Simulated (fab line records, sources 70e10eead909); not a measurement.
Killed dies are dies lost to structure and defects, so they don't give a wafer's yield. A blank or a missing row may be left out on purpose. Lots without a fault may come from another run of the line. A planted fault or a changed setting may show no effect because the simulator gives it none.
A struck lot beside a sound one | flow nand_harc | 12 steps out of a route of 1302
Sound: wafers L594.2, L594.3, L594.6. Struck: wafers L588.1, L588.3, L588.5. The cause comes at the end.
At each step with rows: each side's tool, then ch and its chambers, then its first start. Under that, the readings that differ: sound wafers | struck wafers | difference of the means | sigmas: that difference in standard deviations of wafers without a fault.
alike: readings whose means differ by less than 2 such deviations, and words and numbers that are the same on both sides. not compared: withheld readings, readings that some wafer has no value for, bounds like >300 that may hide the same value, and numbers for which the record gives no deviation and whose values overlap.
The two part at a step that has a row with sigmas, a row that says differs or no value, or rows on one side only. Numbers that don't overlap but have no deviation are shown without sigmas and don't part them. A reading that every wafer of one side lacks parts them only if that side has two wafers or more.

NHARC_A_STAIRCASE_DEP_322: deposits SiO2, target thk 7200 nm.
  sound on pecvd-04 ch 0,2, day 25 13:08; struck on pecvd-01 ch 0,2, day 23 06:07
  alike: heater_power_w
  not compared: since_wet_clean_h
then, 1 step without rows for these wafers: NHARC_A_STAIRCASE_ANNEAL_323 (time 1800 s).
NHARC_A_STAIRCASE_DEP_325: deposits SiO2, target thk 7200 nm.
  sound on pecvd-04 ch 1,2, day 25 22:46; struck on pecvd-02 ch 0,1,2, day 23 13:25
  alike: heater_power_w
  not compared: since_wet_clean_h
then, 7 steps without rows for these wafers: NHARC_A_STAIRCASE_ANNEAL_326 (time 1800 s); NHARC_A_STAIRCASE_DEHYDRATE_433 (time 120 s); NHARC_A_STAIRCASE_HMDS_434 (time 30 s); NHARC_A_STAIRCASE_COAT_435; NHARC_A_STAIRCASE_SOFTBAKE_436 (time 170 s); NHARC_A_STAIRCASE_EBR_437; NHARC_A_STAIRCASE_EXPOSE_438 (exposes mask STAIR REV).
NHARC_A_STAIRCASE_PEB_439: peb time 130 s.
  sound on litho_track-07 ch 0, day 26 08:03; struck on litho_track-03, day 23 21:40
  no value came back on the struck wafers for chill_plate_temp_C (C), exhaust_pa (Pa), plate_temp_C (C); on the sound wafers chill_plate_temp_C (C) reads 22.86 22.85 22.90
then, 1 step without rows for these wafers: NHARC_A_STAIRCASE_DEVELOP_440 (time 140 s).

WHERE THEY PART
Only at NHARC_A_STAIRCASE_PEB_439, within this record.

WHY: what the simulator had put in
Skipped step whole: litho_track-03, from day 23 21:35 on, at NHARC_A_STAIRCASE_PEB_439. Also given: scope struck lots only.
